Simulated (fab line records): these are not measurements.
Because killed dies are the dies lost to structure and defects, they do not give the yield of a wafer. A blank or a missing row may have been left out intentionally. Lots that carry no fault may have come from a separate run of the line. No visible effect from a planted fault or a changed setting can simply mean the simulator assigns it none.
fab line records    flow n5Finfet
[record] lots = 9  wafers = 27  lastDay = 19
route steps=1938 shown MOL_CONTACT_COAG@574 BEOL_M4@1111 PASSIVATION@1936
lots untouched by any fault: they come from a run of this same line in which no faults occurred
startH: start of the lot's first displayed wafer, in hours after the record's first day    waitH: hours elapsed since this lot's preceding step    " same as the row above    L1.1+2: several wafers, shown together as one row    - either no value or no given start    * or withheld: withheld    < > ~ a bound
route shown NAME@n: names a module that has steps shown in the file, with the first one's number in the route    usual: average and standard deviation across the fault-free wafers    same: alike in all rows    chamber/n: place in a boat    sites: each site's reading    _std_site: the values' standard deviation    _edge_site: the outer-site mean with the inner-site mean subtracted    radiusMm: for every site, how far away it sits from the centre of the wafer    mask NAME#n: copy n    behind: tool/chamber where the wafer was last shaped    hold: what put the lot on hold/how long, in hours/how the hold closed    device: whichever transistor did not switch (one of n, p or np)    end of line: the tests these same wafers got at the end of their route    a step with no rows: only its recipe    killed: dies that structure and defects cost at the first sort, which is not the same as the wafer's yield    map: the dies of a wafer, with x for killed, . for not killed, _ for no die there
set.NAME: the setting as run; set.NAME@STEP: as run at that earlier step    model.NAME: the simulator's own value behind a step, which no gauge read
route steps across a sampled set of lots; one table per step, one row per wafer
services: a tool's chamber out of use, with start hour (startH, from the record's first day; less than 0 if before it), hours out, and reason
[[steps]]
[step N5_MOL_CONTACT_COAG_OVL_MEAS_85]
[recipe] pointsPerWafer = 522
[usual] VG_OVL = 0.3/0.75
lot.wafer  tool        chamber  startH  waitH  VG_OVL[nm]
L372.1     overlay-01  0        123.48  0.0    2.0
L372.3     "           0        "       "      0.6
L372.4     "           0        "       "      -0.3
L373.1     overlay-02  0        133.17  0.0    -0.5
L373.4     "           0        "       "      -0.2
L373.6     "           0        "       "      -0.5
L375.1     overlay-01  0        144.92  0.0    0.1
L375.3     "           0        "       "      -0.3
L375.4     "           0        "       "      -0.1
L376.3     overlay-01  0        155.04  0.0    -0.1
L376.4     "           0        "       "      0.5
L376.6     "           0        "       "      -1.5
L378.1     overlay-02  0        163.75  0.0    -0.7
L378.4     "           0        "       "      -1.1
L378.6     "           0        "       "      -0.8
L382.1     overlay-02  0        187.04  0.0    0.1
L382.3     "           0        "       "      1.8
L382.6     "           0        "       "      1.3
L387.1     overlay-01  0        216.26  0.0    1.1
L387.4     "           0        "       "      0.5
L387.6     "           0        "       "      1.2
L388.1     overlay-01  0        221.76  0.0    0.3
L388.2     "           0        "       "      0.0
L388.5     "           0        "       "      0.1
L390.2     overlay-01  0        237.90  0.0    0.3
L390.4     "           0        "       "      -0.1
L390.5     "           0        "       "      1.2
[step N5_MOL_CONTACT_COAG_DESCUM_88]
[recipe] chemistry = O2  timeS = 7  sourcePowerW = 50  biasPowerW = 20  pressureMtorr = 20  rfFrequencyHz = 2.712e+07  tempC = 40  resist = CAR-EUV  o2FlowSccm = 225
[usual] drypumpMotorCurrentA = 5.9/0.47  oesProductAu = 0.78/0.1  rfVppV = 242.8/1.4  showerheadPlenumPTorr = 2.07/0.063  throttleValvePct = 20.5/0.32
lot.wafer  tool        chamber  startH  waitH  drypumpMotorCurrentA  oesProductAu  rfHoursCounterH  rfVppV  showerheadPlenumPTorr  throttleValvePct
L372.1     rieDiel-04  0        123.57  0.0    6.0                   0.77          110              243.0   2.12                   20.9
L372.3     "           1        "       "      6.4                   0.67          236              244.6   2.15                   20.5
L372.4     "           3        "       "      5.2                   0.72          -                240.8   1.99                   20.3
L373.1     rieDiel-01  0        133.27  0.0    6.4                   0.72          175              244.0   2.16                   20.6
L373.4     "           1        "       "      5.7                   0.94          12               243.4   2.05                   20.4
L373.6     "           1        "       "      5.7                   0.95          -                242.6   2.05                   20.4
L375.1     rieDiel-01  0        145.02  0.0    6.4                   0.72          178              244.6   2.16                   20.6
L375.3     "           2        "       "      6.6                   0.77          144              243.1   2.03                   20.9
L375.4     "           1        "       "      5.8                   0.93          14               241.1   2.05                   20.4
L376.3     rieDiel-04  0        155.12  0.0    6.0                   0.75          124              242.9   2.12                   20.9
L376.4     "           3        "       "      5.2                   0.71          -                240.8   1.98                   20.3
L376.6     "           1        "       "      6.4                   0.67          -                243.1   2.15                   20.5
L378.1     rieDiel-01  0        163.88  0.1    6.3                   0.71          184              244.5   2.16                   20.6
L378.4     "           3        "       "      5.9                   0.94          27               244.7   2.06                   20.0
L378.6     "           2        "       "      6.6                   0.76          -                241.9   2.02                   20.9
L382.1     rieDiel-01  2        187.74  0.6    6.5                   0.76          156              242.8   2.02                   20.9
L382.3     "           3        "       "      6.0                   0.94          34               243.7   2.05                   20.0
L382.6     "           2        "       "      6.5                   0.75          -                240.6   2.02                   20.9
L387.1     rieDiel-04  0        216.77  0.4    6.0                   0.74          146              244.1   2.11                   20.9
L387.4     "           1        "       "      6.4                   0.91          15               244.1   2.14                   20.1
L387.6     "           1        "       "      6.4                   0.92          -                244.8   2.14                   20.1
L388.1     rieDiel-01  2        221.85  0.0    6.6                   0.75          164              243.7   2.02                   21.0
L388.2     "           0        "       "      6.5                   0.70          206              245.4   2.15                   20.7
L388.5     "           1        "       "      5.8                   0.88          -                242.0   2.04                   20.4
L390.2     rieDiel-03  1        238.30  0.3    5.2                   0.93          15               244.6   2.14                   20.0
L390.4     "           3        "       "      6.5                   0.70          -                244.8   2.16                   20.5
L390.5     "           2        "       "      5.3                   0.75          -                241.0   2.01                   20.2
[step N5_MOL_CONTACT_COAG_ETCH_90]
[recipe] chemistry = CF4  target = SiARC  targetDepthA = 130  maskMaterial = CAR-EUV  timeS = 21.7  ionEnergyEv = 80  pressureMtorr = 40  sourceW = 545  biasW = 36  Ar_flow_sccm = 100  cf4FlowSccm = 100  ends = cleared
[usual] drypumpMotorCurrentA = 5.9/0.47  etchRfOnTimeS = 22.1/0.51  oesProductAu = 0.66/0.082  rfVppV = 183.8/1.3  showerheadPlenumPTorr = 2.12/0.065  throttleValvePct = 15.6/0.31
lot.wafer  tool        chamber  startH  waitH  drypumpMotorCurrentA  etchRfOnTimeS  oesProductAu  rfHoursCounterH  rfVppV  showerheadPlenumPTorr  throttleValvePct
L372.1     rieDiel-04  0        123.63  0.0    6.0                   21.8           0.66          110              185.7   2.16                   15.9
L372.3     "           1        "       "      6.4                   23.3           0.57          236              184.6   2.19                   15.6
L372.4     "           3        "       "      5.2                   22.2           0.61          -                182.0   2.03                   15.5
L373.1     rieDiel-01  0        133.32  0.0    6.4                   22.1           0.62          175              184.4   2.23                   15.9
L373.4     "           1        "       "      5.8                   21.5           0.79          12               185.3   2.10                   15.5
L373.6     "           1        "       "      5.8                   21.5           0.79          -                183.5   2.09                   15.5
L375.1     rieDiel-01  0        145.07  0.0    6.5                   22.6           0.61          178              185.1   2.22                   15.9
L375.3     "           2        "       "      6.6                   22.2           0.64          144              182.2   2.06                   16.0
L375.4     "           1        "       "      5.8                   21.8           0.79          14               184.1   2.09                   15.5
L376.3     rieDiel-04  0        155.17  0.0    6.0                   22.2           0.65          124              184.7   2.15                   16.0
L376.4     "           3        "       "      5.2                   22.5           0.60          -                183.8   2.03                   15.5
L376.6     "           1        "       "      6.4                   23.3           0.56          -                185.8   2.18                   15.7
L378.1     rieDiel-01  0        163.93  0.0    6.4                   22.4           0.61          184              184.9   2.22                   15.9
L378.4     "           3        "       "      6.0                   21.4           0.79          27               182.1   2.10                   15.1
L378.6     "           2        "       "      6.5                   21.9           0.65          -                182.8   2.06                   16.0
L382.1     rieDiel-01  2        187.80  0.0    6.5                   21.8           0.64          156              183.9   2.06                   16.0
L382.3     "           3        "       "      5.8                   21.2           0.78          34               183.9   2.10                   15.1
L382.6     "           2        "       "      6.6                   21.8           0.64          -                183.5   2.06                   16.0
L387.1     rieDiel-04  0        216.82  0.0    6.0                   22.0           0.63          146              185.1   2.14                   16.0
L387.4     "           1        "       "      6.4                   22.2           0.76          15               184.0   2.18                   15.2
L387.6     "           1        "       "      6.4                   22.3           0.76          -                183.8   2.18                   15.2
L388.1     rieDiel-01  2        221.91  0.0    6.6                   21.8           0.64          164              182.4   2.06                   16.0
L388.2     "           0        "       "      6.4                   22.0           0.61          206              184.8   2.21                   16.0
L388.5     "           1        "       "      5.7                   21.4           0.75          -                183.3   2.09                   15.6
L390.2     rieDiel-03  1        238.36  0.0    5.2                   22.2           0.78          15               186.2   2.18                   15.2
L390.4     "           3        "       "      6.5                   22.4           0.59          -                184.9   2.20                   15.7
L390.5     "           2        "       "      5.3                   22.1           0.64          -                182.7   2.06                   15.4
[step N5_MOL_CONTACT_COAG_COAT_64]
[recipe] resist = underlayer  tempC = 205  timeS = 60  spinRpm = 1500  resistThkNm = 10
[usual] chillPlateTempC = 23.01/0.1  spinSpeedRpm = 1499.9/1.1
lot.wafer  tool           chamber  startH  waitH  chillPlateTempC  spinSpeedRpm
L372.1     lithoTrack-05  0        124.42  -      23.19            1499.2
L372.3     "              0        "       "      23.15            1500.9
L372.4     "              0        "       "      23.06            1501.0
L373.1     lithoTrack-05  0        134.15  -      22.94            1499.7
L373.4     "              0        "       "      23.01            1498.4
L373.6     "              0        "       "      22.94            1499.8
L375.1     lithoTrack-04  0        145.88  -      22.96            1500.3
L375.3     "              0        "       "      22.89            1499.5
L375.4     "              0        "       "      23.04            1498.6
L376.3     lithoTrack-04  0        155.98  -      23.07            1500.6
L376.4     "              0        "       "      22.98            1500.4
L376.6     "              0        "       "      22.98            1500.6
L378.1     lithoTrack-04  0        164.73  -      23.01            1498.9
L378.4     "              0        "       "      23.00            1498.3
L378.6     "              0        "       "      22.98            1498.1
L382.1     lithoTrack-04  0        190.21  -      23.09            1446.6
L382.3     "              0        "       "      22.93            1444.7
L382.6     "              0        "       "      22.90            1446.4
L387.1     lithoTrack-04  0        217.69  -      22.92            1445.9
L387.4     "              0        "       "      22.99            1445.9
L387.6     "              0        "       "      23.01            1446.5
L388.1     lithoTrack-03  0        222.84  -      23.00            1499.7
L388.2     "              0        "       "      22.96            1498.3
L388.5     "              0        "       "      22.92            1498.6
L390.2     lithoTrack-03  0        239.21  -      22.95            1500.8
L390.4     "              0        "       "      23.02            1498.7
L390.5     "              0        "       "      23.07            1498.8
[step N5_BEOL_M4_RC_MEAS_101]
[usual] DIBL_N = 35.8/1.7  DIBL_P = 35.3/2  IOFF_N = 0.150/0.026  IOFF_P = 0.194/0.029  ION_N = 667/11  ION_P = 456/7.1  SS_N = 71.4/0.65  SS_P = 73.1/0.64  VT_N = 251/3  VT_P = -252/3.2
lot.wafer  tool       chamber  startH  waitH  DIBL_N[mV/V]  DIBL_P[mV/V]  IOFF_N[nA/um]  IOFF_P[nA/um]  ION_N[uA/um]  ION_P[uA/um]  SS_N[mV/dec]  SS_P[mV/dec]  VT_N[mV]  VT_P[mV]
L372.1     prober-02  0        244.26  0.0    36.4          35.5          0.157          0.188          673           457           71.0          72.8          251       -249
L372.3     "          0        "       "      37.6          37.3          0.187          0.220          688           463           71.5          73.7          246       -249
L372.4     "          0        "       "      34.9          33.0          0.123          0.159          658           450           70.8          73.2          256       -253
L373.1     prober-02  0        248.07  0.0    33.9          32.9          0.125          0.150          669           448           71.4          72.4          255       -255
L373.4     "          0        "       "      31.8          31.0          0.097          0.135          644           443           69.8          72.2          256       -257
L373.6     "          0        "       "      34.2          33.7          0.125          0.157          662           453           71.0          72.5          253       -254
L375.1     prober-02  0        269.99  0.0    34.0          35.8          0.141          0.208          676           468           70.9          72.7          250       -249
L375.3     "          0        "       "      32.6          33.2          0.123          0.172          667           458           70.8          71.9          251       -251
L375.4     "          0        "       "      36.1          38.3          0.184          0.250          680           468           71.3          73.2          247       -243
L376.3     prober-01  0        273.25  0.3    36.8          35.8          0.160          0.220          670           466           71.6          73.3          251       -246
L376.4     "          0        "       "      36.0          34.6          0.148          0.216          672           463           71.1          73.3          250       -245
L376.6     "          0        "       "      36.3          36.0          0.154          0.232          666           463           71.7          73.3          250       -246
L378.1     prober-02  0        276.82  0.0    33.9          32.9          0.124          0.169          660           451           71.0          72.6          254       -252
L378.4     "          0        "       "      35.7          34.6          0.149          0.199          673           465           70.5          72.7          252       -251
L378.6     "          0        "       "      36.5          34.1          0.156          0.182          665           450           70.8          72.6          251       -254
L382.1     prober-01  0        317.67  0.0    38.3          35.3          0.186          0.213          669           456           72.2          73.8          247       -252
L382.3     "          0        "       "      36.9          34.6          0.161          0.204          677           466           71.9          73.9          249       -251
L382.6     "          0        "       "      37.8          34.8          0.171          0.199          688           464           72.1          73.1          248       -250
L387.1     prober-01  0        335.82  0.0    36.1          35.1          0.165          0.231          666           467           71.9          72.7          245       -246
L387.4     "          0        "       "      38.2          36.6          0.209          0.262          691           470           71.8          73.3          243       -244
L387.6     "          0        "       "      34.3          31.9          0.121          0.186          652           458           70.9          72.6          251       -251
L388.1     prober-01  0        338.72  0.0    33.6          33.6          0.139          0.173          664           454           70.7          72.6          250       -253
L388.2     "          0        "       "      33.7          32.3          0.123          0.147          652           452           70.9          71.9          254       -257
L388.5     "          0        "       "      33.3          32.0          0.122          0.149          652           445           70.9          72.5          251       -256
L390.2     prober-02  0        347.74  0.2    37.6          35.2          0.177          0.217          680           463           71.3          73.9          248       -248
L390.4     "          0        "       "      36.5          35.3          0.159          0.212          669           461           70.4          72.7          250       -250
L390.5     "          0        "       "      36.8          36.0          0.167          0.225          679           464           71.2          73.7          250       -252
[step N5_PASSIVATION_PROBE_49]
[usual] defectLimitedYield = 91.5/1.4  killed_at_M0_to_M3 = 34/11  killed_at_M4_up = 15/6  killedAtContacts = 11/5.9  killedAtFrontEnd = 37/11  killedAtOther = 3.6/2.9  killedDies = 101/17  killedOnRim = 13/4  killedOpen = 66/12  killedShort = 33/7.8  sort_bin_5_function = 5.0/0.97  sort_bin_6_memory = 3.2/0.65  sort_bin_8_speed = 0.02/0.2  sortNPass = 1079/17  sortYieldPct = 91.4/1.4
[same] grossDies = 1180  killedAtBackSide = 0  sort_bin_4_leakage[%] = 0
lot.wafer  tool       chamber  startH  waitH  defectLimitedYield[%]  killed_at_M0_to_M3  killed_at_M4_up  killedAtContacts  killedAtFrontEnd  killedAtOther  killedDies  killedOnRim  killedOpen  killedShort  sort_bin_5_function[%]  sort_bin_6_memory[%]  sort_bin_8_speed[%]  sortNPass  sortYieldPct[%]
L378.1     prober-01  -        375.87  0.0    92.3                   39                  8                4                 38                2              91          12           47          43           4.9                     2.4                   0                    1089       92.3
L378.4     prober-01  -        376.02  0.2    92.3                   25                  8                8                 47                3              91          9            65          24           4.4                     2.9                   0                    1089       92.3
L378.6     prober-01  -        376.12  0.3    92.5                   29                  10               4                 44                1              88          8            54          34           4.9                     2.2                   0                    1092       92.5
L376.4     prober-02  -        381.74  0.2    91.8                   41                  21               6                 24                5              97          11           68          29           5.4                     2.6                   0                    1083       91.8
L376.6     prober-02  -        381.84  0.3    91.9                   40                  22               5                 26                2              95          7            67          28           4.7                     3.3                   0                    1085       91.9
L382.1     prober-02  -        427.53  0.0    90.8                   25                  13               12                47                12             109         11           67          40           5.2                     3.7                   0                    1071       90.8
L382.3     prober-02  -        427.63  0.1    91.7                   32                  9                5                 42                10             98          13           66          31           4.5                     3.6                   0                    1082       91.7
L382.6     prober-02  -        427.78  0.3    92.8                   12                  8                16                43                6              85          12           60          24           3.8                     3.1                   0                    1095       92.8
L387.1     prober-01  -        445.31  0.0    91.7                   36                  20               8                 30                4              98          14           63          34           4.8                     3.3                   0                    1082       91.7
L387.4     prober-01  -        445.46  0.2    91.9                   25                  11               10                43                6              95          12           61          31           4.6                     3.1                   0                    1085       91.9
L387.6     prober-01  -        445.56  0.3    90.5                   38                  22               10                38                4              112         16           76          35           5.9                     3.4                   0                    1068       90.5
// killed by level:class
L378.1 BEOL_M0_SAQP:geometricParticle:short=11 GATE_CUT:geometricParticle:short=10 BEOL_M3:geometricParticle:open=9 FIN_SAQP:geometricParticle:short=6 STI_FIN_REVEAL:geometricParticle:open=5 BEOL_M1:geometricParticle:open=5 MOL_CONTACT_COAG:geometricParticle:open=4 BEOL_M3:geometricParticle:short=4
L378.4 STI_FIN_REVEAL:geometricParticle:open=12 GATE_CUT:geometricParticle:short=8 MOL_CONTACT_COAG:geometricParticle:open=8 BEOL_M3:geometricParticle:open=7 STARTING-WAFER:geometricParticle:open=6 DUMMY_GATE:geometricParticle:open=5 BEOL_M4:geometricParticle:open=5 FIN_SAQP:geometricParticle:open=4
L378.6 STI_FIN_REVEAL:geometricParticle:open=11 FIN_SAQP:geometricParticle:open=7 GATE_CUT:geometricParticle:short=7 BEOL_M2:geometricParticle:short=7 BEOL_M3:geometricParticle:open=7 DUMMY_GATE:geometricParticle:open=5 ILD0:geometricParticle:short=5 BEOL_M2:geometricParticle:open=4
L376.4 BEOL_M1:geometricParticle:open=14 BEOL_M2:geometricParticle:open=8 BEOL_M3:geometricParticle:open=7 BEOL_M4:geometricParticle:open=7 DUMMY_GATE:geometricParticle:open=5 MOL_CONTACT_COAG:geometricParticle:open=5 BEOL_M0_SAQP:geometricParticle:short=5 FIN_SAQP:geometricParticle:short=3
L376.6 BEOL_M1:geometricParticle:open=11 DUMMY_GATE:geometricParticle:open=10 BEOL_M3:geometricParticle:open=10 BEOL_M4:geometricParticle:open=8 BEOL_M0_SAQP:geometricParticle:short=8 MOL_CONTACT_COAG:geometricParticle:open=5 BEOL_M1:geometricParticle:short=5 FIN_SAQP:geometricParticle:open=4
L382.1 FIN_SAQP:geometricParticle:short=15 STI_FIN_REVEAL:geometricParticle:open=11 MOL_CONTACT_COAG:geometricParticle:open=11 BEOL_M1:geometricParticle:open=8 BEOL_M2:geometricParticle:open=8 FIN_SAQP:geometricParticle:open=7 MIM_TOP_ETCH:geometricParticle:short=6 FIN_CUT:geometricParticle:short=5
L382.3 FIN_SAQP:geometricParticle:open=13 BEOL_M1:geometricParticle:open=10 BEOL_M2:geometricParticle:open=7 FIN_SAQP:geometricParticle:short=6 BEOL_M0_SAQP:geometricParticle:short=6 STI_FIN_REVEAL:geometricParticle:open=5 MIM_TOP_ETCH:geometricParticle:short=5 MOL_CONTACT_COAG:geometricParticle:open=4
L382.6 FIN_SAQP:geometricParticle:open=13 MOL_CONTACT_COAG:geometricParticle:open=12 STI_FIN_REVEAL:geometricParticle:open=7 STARTING-WAFER:geometricParticle:short=5 STI_FIN_REVEAL:geometricParticle:short=4 MOL_CONTACT_COAG:geometricParticle:short=4 BEOL_M0_SAQP:geometricParticle:open=4 FIN_SAQP:geometricParticle:short=3
L387.1 BEOL_M2:geometricParticle:open=11 MOL_CONTACT_COAG:geometricParticle:open=8 STARTING-WAFER:geometricParticle:open=6 BEOL_M4:geometricParticle:open=6 FIN_SAQP:geometricParticle:open=5 BEOL_M1:geometricParticle:open=5 BEOL_M5:geometricParticle:short=4 BEOL_M0_SAQP:geometricParticle:short=4
L387.4 FIN_SAQP:geometricParticle:short=10 BEOL_M4:geometricParticle:open=9 FIN_SAQP:geometricParticle:open=7 GATE_CUT:geometricParticle:short=7 STARTING-WAFER:geometricParticle:open=7 MOL_CONTACT_COAG:geometricParticle:open=6 BEOL_M0_SAQP:geometricParticle:short=6 BEOL_M2:geometricParticle:open=5
L387.6 BEOL_M0_SAQP:geometricParticle:open=9 BEOL_M2:geometricParticle:open=8 FIN_SAQP:geometricParticle:short=7 MOL_CONTACT_COAG:geometricParticle:open=7 BEOL_M4:geometricParticle:open=7 FIN_SAQP:geometricParticle:open=6 BEOL_M0_SAQP:geometricParticle:short=6 BEOL_M0:geometricParticle:open=6
[[services]]
tool        chamber  startH  hours  kind
rieDiel-01  0        100.51  13.7   repair
rieDiel-04  2        110.41  45.9   repair
rieDiel-04  -        115.75  0.4    repair
rieDiel-04  1        156.64  -      clean
rieDiel-04  1        156.64  -      consumableReplace:focusRing
rieDiel-04  1        156.64  21.8   scheduledDown
rieDiel-04  1        156.64  21.8   ventCycle
rieDiel-04  0        159.67  9.2    repair
rieDiel-04  3        166.89  6.3    repair
rieDiel-03  1        182.04  -      clean
rieDiel-03  1        182.04  -      consumableReplace:focusRing
rieDiel-03  1        182.04  21.0   scheduledDown
rieDiel-03  1        182.04  21.0   ventCycle
rieDiel-01  2        196.01  16.2   repair
rieDiel-04  3        217.41  -      clean
rieDiel-04  3        217.41  -      consumableReplace:focusRing
rieDiel-04  3        217.41  -      consumableReplace:showerhead
rieDiel-04  3        217.41  30.8   scheduledDown
rieDiel-04  3        217.41  30.8   ventCycle
rieDiel-01  0        236.26  2.0    repair
rieDiel-03  0        237.96  -      clean
rieDiel-03  0        237.96  -      consumableReplace:focusRing
rieDiel-03  0        237.96  -      consumableReplace:showerhead
rieDiel-03  0        237.96  22.2   scheduledDown
[[key]]
[firstSign] step = N5_MOL_CONTACT_COAG_COAT_64  reading = spinSpeedRpm  direction = down  sigmas = 49  usual = *  struck = *
effect none on later readings
metAt N5_MOL_CONTACT_COAG_COAT_64
struckLots L382,L387
notActingAt N5_MOL_CONTACT_COAG_OVL_MEAS_85,N5_MOL_CONTACT_COAG_DESCUM_88,N5_MOL_CONTACT_COAG_ETCH_90
onsetBetween 164.73 190.21
[fault] kind = processParameterDrift  tool = lithoTrack-04  chamber = -  onsetH = 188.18  steps = N5_MOL_CONTACT_COAG_COAT_64  channel = spinRpm  offset = *  shape = step  endH = 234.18  actsIn = *  stated = *
